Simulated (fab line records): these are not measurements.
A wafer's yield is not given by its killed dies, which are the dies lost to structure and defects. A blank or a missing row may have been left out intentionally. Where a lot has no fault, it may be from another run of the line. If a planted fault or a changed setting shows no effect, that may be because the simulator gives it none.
fab line records | flow n5-finfet
[record] lots = 13 | wafers = 37 | last-day = 18
route steps=1938 shown BEOL_M10@1485 PASSIVATION@1936
lots untouched by any fault: they come from a run of this same line in which no faults occurred
start-h: hours from the record's opening day to when the first of the lot's shown wafers began | wait-h: hours from the lot's prior step to this one | " the same as in the row above | L1.1+2: several wafers, shown together as one row | - no value present, or no start provided | * or withheld: withheld | < > ~ a bound
route shown NAME@n: a module of which the file shows steps, and the number in the route of the first | usual: mean/standard deviation of fault-free wafers | same: alike in all rows | chamber/n: place in a boat | sites: each site's reading | _std_site: the values' standard deviation | _edge_site: outer sites' mean less inner sites' | radius-mm: how far each site lies from the wafer's centre | mask NAME#n: copy n | behind: the last tool/chamber to shape the wafer | hold: why the lot was held/for how many hours/how that ended | device: the n, p or np transistor that did not switch | end of line: tests run on the same wafers once the route is complete | a step given without rows: its recipe and nothing more | killed: dies that structure and defects cost at the first sort, which is not the same as the wafer's yield | map: a wafer's dies, x killed, . not, _ none there
set.NAME: setting as actually run; set.NAME@STEP: the setting as run at that earlier step | model.NAME: the simulator's own value behind a step, which no gauge read
the route's steps for a sample of lots (tables are steps, rows are wafers)
[[steps]]
[step N5_BEOL_M10_INSPECT_13]
[recipe] mode = adi | inspect-instrument = brightfield
[usual] raw-defect-count = 401/92
lot.wafer | tool              | chamber | start-h | wait-h | raw-defect-count
L900.1    | defect-inspect-02 | -       | 208.87  | 0.0    | 427
L900.2    | "                 | -       | "       | "      | 488
L900.5    | "                 | -       | "       | "      | 401
L901.3    | defect-inspect-02 | -       | 214.30  | 0.0    | 560
L901.4    | "                 | -       | "       | "      | 568
L901.5    | "                 | -       | "       | "      | 637
L902.1    | defect-inspect-02 | -       | 222.86  | 0.0    | 361
L902.2    | "                 | -       | "       | "      | 381
L902.3    | "                 | -       | "       | "      | 505
L903.3    | defect-inspect-01 | -       | 226.43  | 0.0    | 668
L903.4    | "                 | -       | "       | "      | 609
L903.5    | "                 | -       | "       | "      | 502
L904.1    | defect-inspect-02 | -       | 244.45  | 0.0    | 208
L904.3    | "                 | -       | "       | "      | 429
L904.4    | "                 | -       | "       | "      | 346
L907.1    | defect-inspect-02 | -       | 262.72  | 0.9    | 297
L907.6    | "                 | -       | "       | "      | 363
L911.1    | defect-inspect-02 | -       | 278.69  | 0.0    | 270
L911.2    | "                 | -       | "       | "      | 413
L911.6    | "                 | -       | "       | "      | 400
L914.1    | defect-inspect-02 | -       | 309.91  | 0.0    | 362
L914.2    | "                 | -       | "       | "      | 367
L914.5    | "                 | -       | "       | "      | 354
L916.4    | defect-inspect-02 | -       | 318.98  | 0.0    | 495
L916.5    | "                 | -       | "       | "      | 513
L916.6    | "                 | -       | "       | "      | 374
L915.2    | defect-inspect-02 | -       | 321.17  | 0.0    | 336
L915.5    | "                 | -       | "       | "      | 393
L915.6    | "                 | -       | "       | "      | 519
L920.2    | defect-inspect-01 | -       | 341.14  | 0.0    | 300
L920.3    | "                 | -       | "       | "      | 311
L920.4    | "                 | -       | "       | "      | 415
L922.1    | defect-inspect-02 | -       | 364.84  | 0.0    | 462
L922.3    | "                 | -       | "       | "      | 391
L923.2    | defect-inspect-02 | -       | 376.23  | 0.0    | 282
L923.4    | "                 | -       | "       | "      | 282
L923.5    | "                 | -       | "       | "      | 307
[step N5_BEOL_M10_COAT_63]
[recipe] resist = SOC | temp-c = 250 | time-s = 60 | spin-rpm = 1500 | resist-thk-nm = 100
[usual] spin-speed-rpm = 1500.1/1
lot.wafer | tool           | chamber | start-h | wait-h | spin-speed-rpm
L900.1    | litho-track-02 | 0       | 210.53  | 1.1    | 1497.4
L900.2    | "              | 0       | "       | "      | 1499.0
L900.5    | "              | 0       | "       | "      | 1498.5
L901.3    | litho-track-04 | 0       | 216.16  | 1.2    | 1499.2
L901.4    | "              | 0       | "       | "      | 1498.9
L901.5    | "              | 0       | "       | "      | 1499.3
L902.1    | litho-track-01 | 0       | 224.97  | 1.5    | 1501.8
L902.2    | "              | 0       | "       | "      | 1501.6
L902.3    | "              | 0       | "       | "      | 1500.8
L903.3    | litho-track-01 | 0       | 228.78  | 1.8    | 1501.4
L903.4    | "              | 0       | "       | "      | 1500.9
L903.5    | "              | 0       | "       | "      | 1502.3
L904.1    | litho-track-04 | 0       | 245.61  | 0.5    | 1499.2
L904.3    | "              | 0       | "       | "      | 1500.1
L904.4    | "              | 0       | "       | "      | 1500.1
L907.1    | litho-track-02 | 0       | 266.74  | 2.3    | 1501.8
L907.6    | "              | 0       | "       | "      | 1499.6
L911.1    | litho-track-01 | 0       | 283.66  | 3.1    | 1499.8
L911.2    | "              | 0       | "       | "      | 1499.0
L911.6    | "              | 0       | "       | "      | 1500.7
L914.1    | litho-track-04 | 0       | 310.56  | 0.2    | 1234.8
L914.2    | "              | 0       | "       | "      | 1234.7
L914.5    | "              | 0       | "       | "      | 1234.5
L916.4    | litho-track-04 | 0       | 319.50  | 0.0    | 1235.2
L916.5    | "              | 0       | "       | "      | 1232.1
L916.6    | "              | 0       | "       | "      | 1235.1
L915.2    | litho-track-04 | 0       | 322.14  | 0.2    | 1233.7
L915.5    | "              | 0       | "       | "      | 1234.3
L915.6    | "              | 0       | "       | "      | 1234.9
L920.2    | litho-track-02 | 0       | 342.07  | 0.3    | 1499.3
L920.3    | "              | 0       | "       | "      | 1498.7
L920.4    | "              | 0       | "       | "      | 1500.0
L922.1    | litho-track-01 | 0       | 366.51  | 1.0    | 1500.5
L922.3    | "              | 0       | "       | "      | 1499.6
L923.2    | litho-track-02 | 0       | 378.69  | 1.8    | 1499.5
L923.4    | "              | 0       | "       | "      | 1500.1
L923.5    | "              | 0       | "       | "      | 1500.7
[step N5_BEOL_M10_OVL_MEAS_29]
[recipe] points-per-wafer = 44
[usual] V9_OVL = 0.0/0.65
lot.wafer | tool       | chamber | start-h | wait-h | V9_OVL[nm]
L900.1    | overlay-01 | 0       | 210.81  | 0.0    | 0.0
L900.2    | "          | 0       | "       | "      | -0.6
L900.5    | "          | 0       | "       | "      | -0.3
L901.3    | overlay-02 | 0       | 216.44  | 0.0    | 0.4
L901.4    | "          | 0       | "       | "      | 0.3
L901.5    | "          | 0       | "       | "      | -0.4
L902.1    | overlay-01 | 0       | 225.38  | 0.0    | 0.3
L902.2    | "          | 0       | "       | "      | -0.1
L902.3    | "          | 0       | "       | "      | 0.5
L903.3    | overlay-01 | 0       | 229.19  | 0.0    | -0.2
L903.4    | "          | 0       | "       | "      | 0.2
L903.5    | "          | 0       | "       | "      | 0.0
L904.1    | overlay-01 | 0       | 245.89  | 0.0    | -0.2
L904.3    | "          | 0       | "       | "      | 0.3
L904.4    | "          | 0       | "       | "      | -0.8
L907.1    | overlay-02 | 0       | 267.15  | 0.0    | -0.6
L907.6    | "          | 0       | "       | "      | -0.4
L911.1    | overlay-01 | 0       | 284.07  | 0.0    | -0.1
L911.2    | "          | 0       | "       | "      | -0.4
L911.6    | "          | 0       | "       | "      | -0.1
L914.1    | overlay-02 | 0       | 310.83  | 0.0    | 0.3
L914.2    | "          | 0       | "       | "      | 0.3
L914.5    | "          | 0       | "       | "      | -0.8
L916.4    | overlay-02 | 0       | 319.90  | 0.0    | -0.8
L916.5    | "          | 0       | "       | "      | -0.1
L916.6    | "          | 0       | "       | "      | -0.2
L915.2    | overlay-02 | 0       | 322.55  | 0.0    | -0.7
L915.5    | "          | 0       | "       | "      | -0.4
L915.6    | "          | 0       | "       | "      | 0.2
L920.2    | overlay-01 | 0       | 342.47  | 0.0    | 0.3
L920.3    | "          | 0       | "       | "      | 0.2
L920.4    | "          | 0       | "       | "      | 0.4
L922.1    | overlay-02 | 0       | 366.91  | 0.0    | -0.1
L922.3    | "          | 0       | "       | "      | 0.1
L923.2    | overlay-02 | 0       | 379.20  | 0.0    | -1.3
L923.4    | "          | 0       | "       | "      | -2.1
L923.5    | "          | 0       | "       | "      | -1.9
[step N5_BEOL_M10_INSPECT_30]
[recipe] mode = adi | inspect-instrument = brightfield
[usual] raw-defect-count = 407/94
lot.wafer | tool              | chamber | start-h | wait-h | raw-defect-count
L900.1    | defect-inspect-01 | -       | 210.83  | 0.0    | 439
L900.2    | "                 | -       | "       | "      | 480
L900.5    | "                 | -       | "       | "      | 436
L901.3    | defect-inspect-01 | -       | 216.47  | 0.0    | 599
L901.4    | "                 | -       | "       | "      | 606
L901.5    | "                 | -       | "       | "      | 691
L902.1    | defect-inspect-02 | -       | 225.40  | 0.0    | 364
L902.2    | "                 | -       | "       | "      | 368
L902.3    | "                 | -       | "       | "      | 513
L903.3    | defect-inspect-02 | -       | 229.21  | 0.0    | 590
L903.4    | "                 | -       | "       | "      | 513
L903.5    | "                 | -       | "       | "      | 474
L904.1    | defect-inspect-01 | -       | 245.92  | 0.0    | 217
L904.3    | "                 | -       | "       | "      | 439
L904.4    | "                 | -       | "       | "      | 374
L907.1    | defect-inspect-02 | -       | 267.17  | 0.0    | 302
L907.6    | "                 | -       | "       | "      | 368
L911.1    | defect-inspect-02 | -       | 284.09  | 0.0    | 291
L911.2    | "                 | -       | "       | "      | 412
L911.6    | "                 | -       | "       | "      | 388
L914.1    | defect-inspect-02 | -       | 310.86  | 0.0    | 344
L914.2    | "                 | -       | "       | "      | 337
L914.5    | "                 | -       | "       | "      | 332
L916.4    | defect-inspect-01 | -       | 319.93  | 0.0    | 503
L916.5    | "                 | -       | "       | "      | 514
L916.6    | "                 | -       | "       | "      | 356
L915.2    | defect-inspect-02 | -       | 322.57  | 0.0    | 345
L915.5    | "                 | -       | "       | "      | 364
L915.6    | "                 | -       | "       | "      | 474
L920.2    | defect-inspect-01 | -       | 342.49  | 0.0    | 311
L920.3    | "                 | -       | "       | "      | 335
L920.4    | "                 | -       | "       | "      | 432
L922.1    | defect-inspect-01 | -       | 366.94  | 0.0    | 490
L922.3    | "                 | -       | "       | "      | 395
L923.2    | defect-inspect-02 | -       | 379.23  | 0.0    | 272
L923.4    | "                 | -       | "       | "      | 276
L923.5    | "                 | -       | "       | "      | 337
[step N5_PASSIVATION_PROBE_49]
[usual] defect-limited-yield = 91.5/1.5 | killed_at_M0_to_M3 = 32/10 | killed_at_M4_up = 13/4.9 | killed-at-contacts = 13/6.1 | killed-at-front-end = 38/11 | killed-at-other = 3/3.2 | killed-dies = 101/18 | killed-open = 66/13 | killed-short = 32/8.3 | sort_bin_4_leakage = 0.00/0.018 | sort_bin_5_function = 5.0/1 | sort_bin_6_memory = 3.2/0.74 | sort_bin_8_speed = 0.1/1.1 | sort-n-pass = 1078/22 | sort-yield-pct = 91.3/1.9
[same] gross-dies = 1180 | killed-at-back-side = 0
lot.wafer | tool      | chamber | start-h | wait-h | defect-limited-yield[%] | killed_at_M0_to_M3 | killed_at_M4_up | killed-at-contacts | killed-at-front-end | killed-at-other | killed-dies | killed-open | killed-short | sort_bin_4_leakage[%] | sort_bin_5_function[%] | sort_bin_6_memory[%] | sort_bin_8_speed[%] | sort-n-pass | sort-yield-pct[%]
L915.2    | prober-01 | -       | 386.45  | 0.1    | 90.1                    | 28                 | 10              | 17                 | 60                  | 2               | 117         | 69          | 37           | 0                     | 5.6                    | 3.3                  | 0                   | 1063        | 90.1
L915.6    | prober-01 | -       | 386.65  | 0.3    | 92.6                    | 29                 | 12              | 7                  | 37                  | 2               | 87          | 47          | 22           | 0                     | 3.4                    | 2.2                  | 0                   | 1093        | 92.6
// killed by level:class
L915.2 FIN_SAQP:geometric-particle:open=15 MOL_CONTACT_COAG:geometric-particle:open=11 FIN_SAQP:geometric-particle:short=10 HKMG_FIN:area-etch=10 BEOL_M3:geometric-particle:open=8 BEOL_M1:geometric-particle:open=7 MOL_CONTACT_COAG:geometric-particle:short=6 BEOL_M4:geometric-particle:open=6
L915.6 HKMG_FIN:area-etch=17 MOL_CONTACT_COAG:geometric-particle:open=6 BEOL_M1:geometric-particle:open=6 BEOL_M0_SAQP:geometric-particle:open=5 BEOL_M0:geometric-particle:short=5 BEOL_M0_SAQP:geometric-particle:short=4 BEOL_M2:geometric-particle:open=4 STARTING-WAFER:geometric-particle:open=4
[[key]]
[first-sign] step = N5_BEOL_M10_COAT_63 | reading = spin-speed-rpm | direction = down | sigmas = 99+ | usual = * | struck = *
effect none on later readings
met-at N5_BEOL_M10_COAT_63
struck-lots L914,L915,L916
[baseline-loss] step = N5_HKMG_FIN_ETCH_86 | wafers = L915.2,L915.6
not-acting-at N5_BEOL_M10_INSPECT_13,N5_BEOL_M10_OVL_MEAS_29,N5_BEOL_M10_INSPECT_30
onset-between 245.61 310.56
[fault] kind = process-parameter-drift | tool = litho-track-04 | chamber = - | onset-h = 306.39 | steps = N5_BEOL_M10_COAT_63 | channel = spin-rpm | offset = * | shape = step | end-h = 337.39 | acts-in = * | stated = *
// baseline-loss: these wafers lose ten dies or more at that step, a loss of the line's own and not of a fault; the sort's usual values leave them out
